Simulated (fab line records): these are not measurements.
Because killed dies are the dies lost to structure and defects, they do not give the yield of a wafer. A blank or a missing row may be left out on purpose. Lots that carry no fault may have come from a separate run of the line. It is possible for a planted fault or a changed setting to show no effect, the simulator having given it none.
Matching of chambers	flow n5-finfet	N5_BEOL_M1_ETCH_64 on rie-diel-05: 4 sister chambers
The step etches SOC in N2/H2, target depth 75 nm, overetch 15 nm, time 112.5 s. 18 wafers are shown with their chamber, then 9 later ones without.

## WAFERS PAIRED WITH THEIR CHAMBERS
wafer	chamber	showerhead-plenum-p-Torr (Torr)	drypump-motor-current-A (A)	throttle-valve-pct (%)
L077.2	3	2.61	5.7	17.40
L077.5	2	2.68	6.8	17.42
L077.6	3	2.61	5.7	17.41
L078.1	2	2.68	6.7	17.43
L078.3	0	2.35	5.6	17.72
L078.6	2	2.68	6.8	17.42
L082.1	0	2.35	5.6	17.75
L082.2	1	2.70	6.1	17.58
L082.4	3	2.61	5.8	17.43
L084.3	1	2.70	6.1	17.60
L084.4	0	2.35	5.6	17.75
L084.5	1	2.70	6.1	17.60
L085.2	2	2.67	6.8	17.44
L085.3	1	2.70	6.1	17.59
L085.6	3	2.61	5.8	17.42
L086.1	1	2.70	6.1	17.60
L086.2	0	2.35	5.6	17.75
L086.4	2	2.67	6.7	17.44

SIGNATURES (means of the wafers above)
reading	chamber 0	chamber 1	chamber 2	chamber 3	scatter within a chamber
showerhead-plenum-p-Torr	2.3500	2.7000	2.6760	2.6100	0.00293
drypump-motor-current-A	5.600	6.100	6.760	5.750	0.0396
throttle-valve-pct	17.7425	17.5940	17.4300	17.4150	0.0116
Rule: a wafer lies at a distance from a chamber equal to the root of the sum of squares, over the readings, of (its reading less the chamber's mean, divided by the reading's scatter). The wafer belongs to the nearest chamber; if the next one is less than 2 further off, it can't be placed. The scatter: take each reading less its chamber's mean, square it, sum over the shown wafers, divide by the number of wafers less the number of chambers, and take the root.

## WAFERS WITHOUT THEIR CHAMBER
wafer	showerhead-plenum-p-Torr (Torr)	drypump-motor-current-A (A)	throttle-valve-pct (%)
L093.1	2.67	6.8	17.46
L093.5	2.67	6.8	17.47
L093.6	2.60	5.8	17.44
L095.1	2.66	6.7	17.46
L095.2	2.60	5.8	17.45
L095.4	2.34	5.6	17.80
L097.2	2.60	5.8	17.45
L097.3	2.69	6.1	17.65
L097.6	2.66	6.7	17.48

## WHICH CHAMBER EACH ONE RAN IN
wafer	from the rows above	in truth
L093.1	2	2
L093.5	2	2
L093.6	3	3
L095.1	2	2
L095.2	3	3
L095.4	0	0
L097.2	3	3
L097.3	1	1
L097.6	2	2
Placed correctly: 9 of 9. Not placeable from these rows: 0. 0 placed wrongly.
